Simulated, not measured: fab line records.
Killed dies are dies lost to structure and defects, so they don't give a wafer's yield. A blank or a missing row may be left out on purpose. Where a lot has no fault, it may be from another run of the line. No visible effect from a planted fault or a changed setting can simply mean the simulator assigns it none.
Comparing a struck lot with a sound one / flow n5Finfet / 16 steps out of a route of 1938
Sound: these wafers, L192.4, L192.5, L192.6. Struck: wafer L201.2 (L201.3, L201.5, from the same lot, were not struck and are left out); the cause is given at the end.
Per side, at each step with rows, come the tool, then ch with its chambers, and then its first start. Under that, the readings that differ: sound wafers / struck wafers / difference of the means / sigmas: that difference in standard deviations of wafers without a fault.
alike: readings whose means differ by less than 2 such deviations, and words and numbers that are the same on both sides. not compared: withheld readings, readings that some wafer has no value for, bounds like >300 that may hide the same value, and numbers for which the record gives no deviation and whose values overlap.
A row with sigmas, a row that says differs or no value, or rows on one side alone: a step with any of these is where the two part. Non-overlapping numbers with no deviation appear without sigmas and do not part them. A reading missing from all wafers of one side parts the sides only when that side holds two or more wafers.

N5_FIN_CUT_OVL_MEAS_09:
  sound on overlay-02 ch 0, day 3 03:11; struck on overlay-02 ch 0, day 5 10:06
  alike: FIN_CUT_OVL
N5_FIN_CUT_INSPECT_10: inspects for defects (brightfield).
  sound: defectInspect-02 at day 3 03:14; struck: defectInspect-02 at day 5 10:09
  alike: rawDefectCount
N5_FIN_CUT_DESCUM_13: chemistry O2, time 7 s.
  sound on rieDiel-02 ch 0,1,3, day 3 03:19; struck on rieDiel-02 ch 1, day 5 10:31
  alike: drypumpMotorCurrentA, oesProductAu, rfVppV, showerheadPlenumPTorr, throttleValvePct
  not compared: rfHoursCounterH
N5_FIN_CUT_ETCH_30: etches underlayer in N2/H2, target depth 13 nm, time 10.4 s.
  sound on rieDiel-02 ch 0,1,3, day 3 03:21; struck on rieDiel-02 ch 1, day 5 10:32
  alike: drypumpMotorCurrentA, etchRfOnTimeS, oesProductAu, rfVppV, showerheadPlenumPTorr, throttleValvePct
  not compared: rfHoursCounterH
then, 5 steps without rows for these wafers: N5_FIN_CUT_ETCH_20 (etches SiARC in CF4, target depth 26 nm, time 43.3 s); N5_FIN_CUT_ETCH_21 (etches SOC in N2/H2, target depth 219 nm, overetch 43.8 nm, time 523.5 s); N5_FIN_CUT_STRIP_23 (strips in N2/H2); N5_FIN_CUT_STRIP_31 (strips in N2/H2); N5_FIN_CUT_STRIP_24 (strips in CF4).
N5_FIN_CUT_CUT_ETCH_26: etches SiNx in CH3F/O2, target depth 39 nm, time 55.7 s.
  sound on rieDiel-02 ch 0,1,3, day 3 03:45; struck on rieDiel-02 ch 1, day 5 10:56
  alike: drypumpMotorCurrentA, oesProductAu, rfVppV, showerheadPlenumPTorr, throttleValvePct
  not compared: rfHoursCounterH
then, 1 step without rows for these wafers: N5_FIN_CUT_CUT_ETCH_27 (etches SiO2 in CHF3/O2, target depth 4 nm, overetch 2 nm, time 4.9 s).
N5_FIN_CUT_PRECLEAN_35: cleans in vHF, time 13.3 s.
  sound on vaporEtch-01 ch 0,1, day 3 03:53; struck on vaporEtch-01 ch 1, day 5 11:04
  alike: drypumpMotorCurrentA
N5_FIN_CUT_CUT_ETCH_15: etches Si in HBr/Cl2/O2, target depth 100 nm, bt time 10 s, time 42.4 s.
  sound on rieSi-01 ch 1,2, day 3 03:57; struck on rieSi-01 ch 1, day 5 11:08
reading=model.etch.depthNm (nm); sound=98 97.64 98.74; struck=90.05; difference=-8.08; sigmas=
reading=model.FIN_CUT.featureDepthNm (nm); sound=98 97.6 98.8; struck=90; difference=-8; sigmas=
reading=model.SOC_of_FIN_CUT_COAT_18.thkNm (nm); sound=169.2 169.8 168.4; struck=172; difference=+3; sigmas=
  alike: drypumpMotorCurrentA, oesProductAu, throttleValvePct
  not compared: rfHoursCounterH
N5_FIN_CUT_CUT_ETCH_28: etches Si in HBr/Cl2/O2, target depth 6 nm, time 2.4 s.
  sound on rieSi-01 ch 1,2, day 3 04:00; struck on rieSi-01 ch 1, day 5 11:11
reading=model.SOC_of_FIN_CUT_COAT_18.thkNm (nm); sound=167.6 168.2 166.8; struck=170.4; difference=+2.9; sigmas=
  alike: drypumpMotorCurrentA, oesProductAu, throttleValvePct
  not compared: rfHoursCounterH
N5_FIN_CUT_STRIP_22: strips in N2/H2.
  sound on rieDiel-06 ch 0,1,2, day 3 04:11; struck on rieDiel-06 ch 3, day 5 11:16
reading=oesProductAu (a.u.); sound=1.00 0.80 0.76; struck=0.68; difference=-0.17; sigmas=-2
reading=rfVppV (V); sound=56.3 59.4 53.4; struck=51.9; difference=-4.5; sigmas=-2
  alike: drypumpMotorCurrentA, showerheadPlenumPTorr, throttleValvePct
  not compared: rfHoursCounterH
-- record jumps: 6 days separate the struck wafers' starts on either side; left off in module FIN_CUT, taken up again in module BEOL_M4, whose first shown step is the route's number 1111 --
N5_BEOL_M4_RC_MEAS_101:
  sound on prober-02 ch 0, day 9 07:36; struck on prober-01 ch 0, day 11 16:01
reading=ION_N (uA/um); sound=656 638 657; struck=687; difference=+37; sigmas=+3
reading=SS_N (mV/dec); sound=71.0 70.5 70.5; struck=72.1; difference=+1.4; sigmas=+2
reading=VT_N (mV); sound=256 260 253; struck=248; difference=-8; sigmas=-2
  alike: DIBL_N, DIBL_P, IOFF_N, IOFF_P, ION_P, SS_P, VT_P

## WHERE THEY PART
First at N5_FIN_CUT_STRIP_22; last, within this record, at N5_BEOL_M4_RC_MEAS_101.

WHY: what the simulator had put in
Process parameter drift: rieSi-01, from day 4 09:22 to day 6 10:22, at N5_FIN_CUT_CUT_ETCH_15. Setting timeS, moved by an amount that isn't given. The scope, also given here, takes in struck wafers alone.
